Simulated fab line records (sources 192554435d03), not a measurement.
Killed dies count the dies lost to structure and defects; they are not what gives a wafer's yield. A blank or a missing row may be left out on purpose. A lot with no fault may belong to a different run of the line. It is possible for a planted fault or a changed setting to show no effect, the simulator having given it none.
Chamber matching :: flow n5Finfet :: N5_BEOL_M9_DESCUM_16 on rieDiel-02: 4 sister chambers
The step chemistry O2, time 7.9 s. 22 wafers are shown with their chamber, then 11 later ones without.

== WAFERS WITH THEIR CHAMBER ==
wafer: L074.2
chamber: 0
drypumpMotorCurrentA (A): 5.0
showerheadPlenumPTorr (Torr): 2.15
throttleValvePct (%): 20.25

wafer: L074.4
chamber: 2
drypumpMotorCurrentA (A): 5.6
showerheadPlenumPTorr (Torr): 2.17
throttleValvePct (%): 20.33

wafer: L074.6
chamber: 3
drypumpMotorCurrentA (A): 6.0
showerheadPlenumPTorr (Torr): 1.99
throttleValvePct (%): 20.42

wafer: L075.2
chamber: 0
drypumpMotorCurrentA (A): 5.0
showerheadPlenumPTorr (Torr): 2.15
throttleValvePct (%): 20.26

wafer: L075.4
chamber: 3
drypumpMotorCurrentA (A): 6.0
showerheadPlenumPTorr (Torr): 1.98
throttleValvePct (%): 20.41

wafer: L075.5
chamber: 0
drypumpMotorCurrentA (A): 5.0
showerheadPlenumPTorr (Torr): 2.15
throttleValvePct (%): 20.27

wafer: L076.3
chamber: 3
drypumpMotorCurrentA (A): 6.0
showerheadPlenumPTorr (Torr): 1.98
throttleValvePct (%): 20.42

wafer: L076.4
chamber: 1
drypumpMotorCurrentA (A): 6.4
showerheadPlenumPTorr (Torr): 2.01
throttleValvePct (%): 20.58

wafer: L076.5
chamber: 2
drypumpMotorCurrentA (A): 5.6
showerheadPlenumPTorr (Torr): 2.17
throttleValvePct (%): 20.33

wafer: L081.2
chamber: 2
drypumpMotorCurrentA (A): 5.6
showerheadPlenumPTorr (Torr): 2.17
throttleValvePct (%): 20.37

wafer: L081.3
chamber: 1
drypumpMotorCurrentA (A): 6.4
showerheadPlenumPTorr (Torr): 2.01
throttleValvePct (%): 20.62

wafer: L081.4
chamber: 1
drypumpMotorCurrentA (A): 6.4
showerheadPlenumPTorr (Torr): 2.01
throttleValvePct (%): 20.61

wafer: L083.1
chamber: 2
drypumpMotorCurrentA (A): 5.6
showerheadPlenumPTorr (Torr): 2.16
throttleValvePct (%): 20.36

wafer: L083.3
chamber: 3
drypumpMotorCurrentA (A): 6.0
showerheadPlenumPTorr (Torr): 1.98
throttleValvePct (%): 20.45

wafer: L083.5
chamber: 3
drypumpMotorCurrentA (A): 6.0
showerheadPlenumPTorr (Torr): 1.98
throttleValvePct (%): 20.46

wafer: L088.1
chamber: 2
drypumpMotorCurrentA (A): 5.6
showerheadPlenumPTorr (Torr): 2.16
throttleValvePct (%): 20.36

wafer: L088.3
chamber: 0
drypumpMotorCurrentA (A): 5.0
showerheadPlenumPTorr (Torr): 2.14
throttleValvePct (%): 19.80

wafer: L088.6
chamber: 3
drypumpMotorCurrentA (A): 6.0
showerheadPlenumPTorr (Torr): 1.97
throttleValvePct (%): 20.47

wafer: L086.2
chamber: 1
drypumpMotorCurrentA (A): 6.5
showerheadPlenumPTorr (Torr): 2.00
throttleValvePct (%): 20.64

wafer: L086.3
chamber: 3
drypumpMotorCurrentA (A): 6.0
showerheadPlenumPTorr (Torr): 1.97
throttleValvePct (%): 20.47

wafer: L086.5
chamber: 2
drypumpMotorCurrentA (A): 5.6
showerheadPlenumPTorr (Torr): 2.16
throttleValvePct (%): 20.38

wafer: L089.2
chamber: 3
drypumpMotorCurrentA (A): 6.0
showerheadPlenumPTorr (Torr): 1.97
throttleValvePct (%): 20.46

SIGNATURES, as means of the wafers listed above
reading: drypumpMotorCurrentA
chamber 0: 5.000
chamber 1: 6.425
chamber 2: 5.600
chamber 3: 6.000
scatter within a chamber: 0.0204

reading: showerheadPlenumPTorr
chamber 0: 2.1475
chamber 1: 2.0075
chamber 2: 2.1650
chamber 3: 1.9775
scatter within a chamber: 0.00601

reading: throttleValvePct
chamber 0: 20.1450
chamber 1: 20.6125
chamber 2: 20.3550
chamber 3: 20.4450
scatter within a chamber: 0.0964
Rule: distance of a wafer from a chamber = root of the sum over the readings of ((wafer's reading minus chamber's mean) / reading's scatter) squared. The wafer belongs to the nearest chamber; if the next one is less than 2 further off, it can't be placed. How the scatter is found: for the shown wafers, subtract from each reading the mean of its chamber, square and add these, divide the total by (wafers less chambers), then take the root.

== WAFERS WITH NO CHAMBER GIVEN ==
wafer: L089.3
drypumpMotorCurrentA (A): 6.4
showerheadPlenumPTorr (Torr): 2.00
throttleValvePct (%): 20.63

wafer: L089.5
drypumpMotorCurrentA (A): 6.0
showerheadPlenumPTorr (Torr): 1.97
throttleValvePct (%): 20.49

wafer: L092.3
drypumpMotorCurrentA (A): 6.0
showerheadPlenumPTorr (Torr): 1.97
throttleValvePct (%): 20.48

wafer: L092.4
drypumpMotorCurrentA (A): 6.0
showerheadPlenumPTorr (Torr): 1.97
throttleValvePct (%): 20.48

wafer: L092.5
drypumpMotorCurrentA (A): 6.4
showerheadPlenumPTorr (Torr): 2.00
throttleValvePct (%): 20.64

wafer: L091.2
drypumpMotorCurrentA (A): 6.4
showerheadPlenumPTorr (Torr): 2.00
throttleValvePct (%): 20.64

wafer: L091.4
drypumpMotorCurrentA (A): 6.0
showerheadPlenumPTorr (Torr): 1.97
throttleValvePct (%): 20.49

wafer: L091.6
drypumpMotorCurrentA (A): 6.4
showerheadPlenumPTorr (Torr): 2.00
throttleValvePct (%): 20.63

wafer: L094.1
drypumpMotorCurrentA (A): 6.4
showerheadPlenumPTorr (Torr): 2.00
throttleValvePct (%): 20.64

wafer: L094.2
drypumpMotorCurrentA (A): 5.6
showerheadPlenumPTorr (Torr): 2.16
throttleValvePct (%): 20.39

wafer: L094.6
drypumpMotorCurrentA (A): 5.6
showerheadPlenumPTorr (Torr): 2.16
throttleValvePct (%): 20.40

== WHICH CHAMBER EACH ONE RAN IN ==
wafer: L089.3
from the rows above: 1
in truth: 1

wafer: L089.5
from the rows above: 3
in truth: 3

wafer: L092.3
from the rows above: 3
in truth: 3

wafer: L092.4
from the rows above: 3
in truth: 3

wafer: L092.5
from the rows above: 1
in truth: 1

wafer: L091.2
from the rows above: 1
in truth: 1

wafer: L091.4
from the rows above: 3
in truth: 3

wafer: L091.6
from the rows above: 1
in truth: 1

wafer: L094.1
from the rows above: 1
in truth: 1

wafer: L094.2
from the rows above: 2
in truth: 2

wafer: L094.6
from the rows above: 2
in truth: 2
11 of 11 placed correctly. Number that these rows cannot place: 0. Placed wrongly: 0.
